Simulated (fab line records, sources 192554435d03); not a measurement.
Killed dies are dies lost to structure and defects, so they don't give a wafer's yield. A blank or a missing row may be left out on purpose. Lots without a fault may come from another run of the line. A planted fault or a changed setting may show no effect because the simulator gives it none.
A struck lot beside a sound one | flow n5_finfet | 38 steps out of a route of 1938
Sound: wafers L453.1, L453.2, L453.4. Struck: wafers L446.2, L446.3, L446.6. The cause comes at the end.
At each step with rows: each side's tool, then ch and its chambers, then its first start. Under that, the readings that differ: sound wafers | struck wafers | difference of the means | sigmas: that difference in standard deviations of wafers without a fault.
alike: readings whose means differ by less than 2 such deviations, and words and numbers that are the same on both sides. not compared: withheld readings, readings that some wafer has no value for, bounds like >300 that may hide the same value, and numbers for which the record gives no deviation and whose values overlap.
The two part at a step that has a row with sigmas, a row that says differs or no value, or rows on one side only. Numbers that don't overlap but have no deviation are shown without sigmas and don't part them. A reading that every wafer of one side lacks parts them only if that side has two wafers or more.

first, 9 steps without rows for these wafers: N5_HKMG_FIN_DESCUM_17 (chemistry O2, time 7.9 s); N5_HKMG_FIN_ETCH_31 (etches SiARC in CF4, target depth 45.5 nm, time 75.8 s); N5_HKMG_FIN_ETCH_32 (etches SOC in N2/H2, target depth 240 nm, time 300 s); N5_HKMG_FIN_STRIP_33 (strips in N2/H2); N5_HKMG_FIN_STRIP_34 (strips in CF4); N5_HKMG_FIN_ETCH_35 (etches SOC in N2/H2, target depth 215.8 nm, time 243.4 s); N5_HKMG_FIN_STRIP_92 (strips SOC in N2/H2, time 20 s); N5_HKMG_FIN_WET_ETCH_18 (etches TiN in SC1, time 55 s, target depth 5.2 nm, rinse time 30 s); N5_HKMG_FIN_STRIP_19 (strips in N2/H2, time 360 s).
N5_HKMG_FIN_ALD_91: deposits TiN, target thk 1 nm, pulse time 1 s, purge time 3 s.
  sound on ald_metal-01 ch 1,2, day 9 13:56; struck on ald_metal-04 ch 1,2, day 8 04:07
  reading            | sound         | struck      | difference | sigmas
  heater_power_w (W) | 807 1060 1029 | 871 746 736 | -181       | -2
  alike: chamber_pressure_Torr, precursor_pulse_height_rel, susceptor_temp_C
then, 27 steps without rows for these wafers: N5_HKMG_FIN_COAT_85 (time 60 s, resist thk 300 nm); N5_HKMG_FIN_ETCH_86 (etches SOC in N2/H2, stops on TiN, target depth 393.2 nm); N5_HKMG_FIN_STRIP_89 (strips SOC in N2/H2, time 20 s); N5_HKMG_FIN_WET_ETCH_87 (etches TiN in SC1, time 154.2 s, target depth 4.7 nm, rinse time 30 s); N5_HKMG_FIN_STRIP_88 (strips in N2/H2, time 360 s); N5_HKMG_FIN_NWFM_ALD_20 (deposits TiAlC, target thk 2 nm, pulse time 3 s, purge time 2 s); N5_HKMG_FIN_ALD_71 (deposits TiN, target thk 1 nm, pulse time 1 s, purge time 3 s); N5_HKMG_FIN_COAT_66 (time 60 s, resist thk 300 nm); N5_HKMG_FIN_ETCH_67 (etches SOC in N2/H2, stops on TiN, target depth 388.9 nm); N5_HKMG_FIN_STRIP_90 (strips SOC in N2/H2, time 20 s); N5_HKMG_FIN_WET_ETCH_73 (etches the open film in SC1, time 42.3 s, target depth 1.3 nm, rinse time 30 s); N5_HKMG_FIN_ETCHBACK_68 (etches the open film in Cl2/Ar, stops on HfO2, target depth 0.5 nm); N5_HKMG_FIN_STRIP_69 (strips in N2/H2, time 360 s); N5_HKMG_FIN_ALD_21 (deposits TiN, target thk 1.5 nm, pulse time 1 s, purge time 3 s); N5_HKMG_FIN_ALD_72 (deposits W, target thk 2 nm, pulse time 1 s, purge time 2 s); N5_HKMG_FIN_W_FILL_22 (material W, target thk 60 nm, time 18.2 s); N5_HKMG_FIN_PRECLEAN_83 (cleans in DIW, time 57.5 s); N5_HKMG_FIN_SRD_84 (dry time 32 s); N5_HKMG_FIN_CMP_23 (polishes, stops on SiNx, t overpolish 10 s, target thk 46.326 nm); N5_HKMG_FIN_CMP_94 (polishes, stops on SiNx, t overpolish 4.7 s, target thk 43.299 nm); N5_GATE_CUT_ETCHBACK_00 (etches W in SF6/Cl2); N5_GATE_CUT_ETCH_56 (etches TiN in Cl2/Ar, target depth 21.6 nm); N5_GATE_CUT_ETCHBACK_30 (etches TiN in Cl2/Ar, target depth 3 nm); N5_GATE_CUT_VAPOR_ETCH_60 (etches HfO2 in BCl3/Cl2); N5_GATE_CUT_ETCH_58 (etches SiNx in CH3F/O2, target depth 17 nm, time 128.6 s); N5_GATE_CUT_STRIP_59 (strips in N2/H2, time 20 s); N5_GATE_CUT_PRECLEAN_31 (cleans in DIW, time 300 s).
-- the record jumps here: 8 days lie between the struck wafers' starts before and after (it left off in module GATE_CUT and takes up again in module PASSIVATION, whose first step shown is number 1936 of the route) --
N5_PASSIVATION_PROBE_49:
  sound on prober-01, day 18 02:58; struck on prober-01, day 16 09:26
  reading             | sound       | struck      | difference | sigmas
  killed_at_front_end | 41 35 53    | 125 131 147 | +91        | +8
  killed_dies         | 116 110 116 | 186 186 232 | +87        | +5
  killed_on_rim       | 10 8 13     | 31 25 35    | +20        | +5
  alike: killed_at_M0_to_M3, killed_at_M4_up, killed_at_contacts, killed_at_other, killed_open, killed_short

WHERE THEY PART
First at N5_HKMG_FIN_ALD_91; last, within this record, at N5_PASSIVATION_PROBE_49.

WHY: what the simulator had put in
Chamber particle source: ald_metal-04, from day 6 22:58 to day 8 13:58, at N5_HKMG_FIN_ALD_91. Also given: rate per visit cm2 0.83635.
